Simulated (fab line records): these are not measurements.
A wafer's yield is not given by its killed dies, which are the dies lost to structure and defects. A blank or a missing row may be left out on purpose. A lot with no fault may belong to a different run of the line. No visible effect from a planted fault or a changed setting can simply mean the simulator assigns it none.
Chamber matching + flow n5_finfet + N5_BEOL_M8_CVD_78 on cvd_co-01: 3 sister chambers
The step deposits Co from CCTBA/H2, target thk 2 nm, time 142.3 s. 14 wafers are shown with their chamber, then 7 later ones without.

== WAFERS, EACH WITH ITS CHAMBER ==
| wafer  | chamber | run_length_s (s) |
|--------|---------|------------------|
| L335.2 | 0       | 164.5            |
| L335.5 | 1       | 164.8            |
| L335.6 | 2       | 164.9            |
| L332.1 | 1       | 164.8            |
| L332.5 | 0       | 165.1            |
| L334.1 | 2       | 165.3            |
| L334.4 | 2       | 165.3            |
| L334.6 | 1       | 165.0            |
| L337.2 | 2       | 165.1            |
| L337.4 | 1       | 164.8            |
| L337.5 | 0       | 164.7            |
| L339.1 | 1       | 165.1            |
| L339.5 | 0       | 164.4            |
| L339.6 | 2       | 165.8            |

SIGNATURES (averages over the wafers above)
| reading      | chamber 0 | chamber 1 | chamber 2 | scatter within a chamber |
|--------------|-----------|-----------|-----------|--------------------------|
| run_length_s | 164.675   | 164.900   | 165.280   | 0.272                    |
Rule: a wafer's distance from a chamber is the root of the sum, over the readings, of the square of ((its reading less the chamber's mean) divided by the reading's scatter). If the next closest chamber is less than 2 further off than the closest, the wafer can't be placed; otherwise it belongs to the closest. How the scatter is found: for the shown wafers, subtract from each reading the mean of its chamber, square and add these, divide the total by (wafers less chambers), then take the root.

== WAFERS WITHOUT THEIR CHAMBER ==
| wafer  | run_length_s (s) |
|--------|------------------|
| L341.1 | 165.4            |
| L341.2 | 164.5            |
| L341.4 | 164.9            |
| L340.1 | 164.7            |
| L340.4 | 165.5            |
| L350.1 | 164.3            |
| L347.4 | 164.4            |

== WHICH CHAMBER EACH ONE RAN IN ==
| wafer  | from the rows above          | in truth |
|--------|------------------------------|----------|
| L341.1 | can't be placed: 2 or 1      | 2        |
| L341.2 | can't be placed: 0 or 1      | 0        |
| L341.4 | can't be placed: 1 or 0 or 2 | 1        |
| L340.1 | can't be placed: 0 or 1      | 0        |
| L340.4 | can't be placed: 2 or 1      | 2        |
| L350.1 | can't be placed: 0 or 1      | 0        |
| L347.4 | can't be placed: 0 or 1      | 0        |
0 of 7 placed correctly. Can't be placed from these rows: 7 (the true chamber is among the candidates in 7). Wrongly placed: 0.
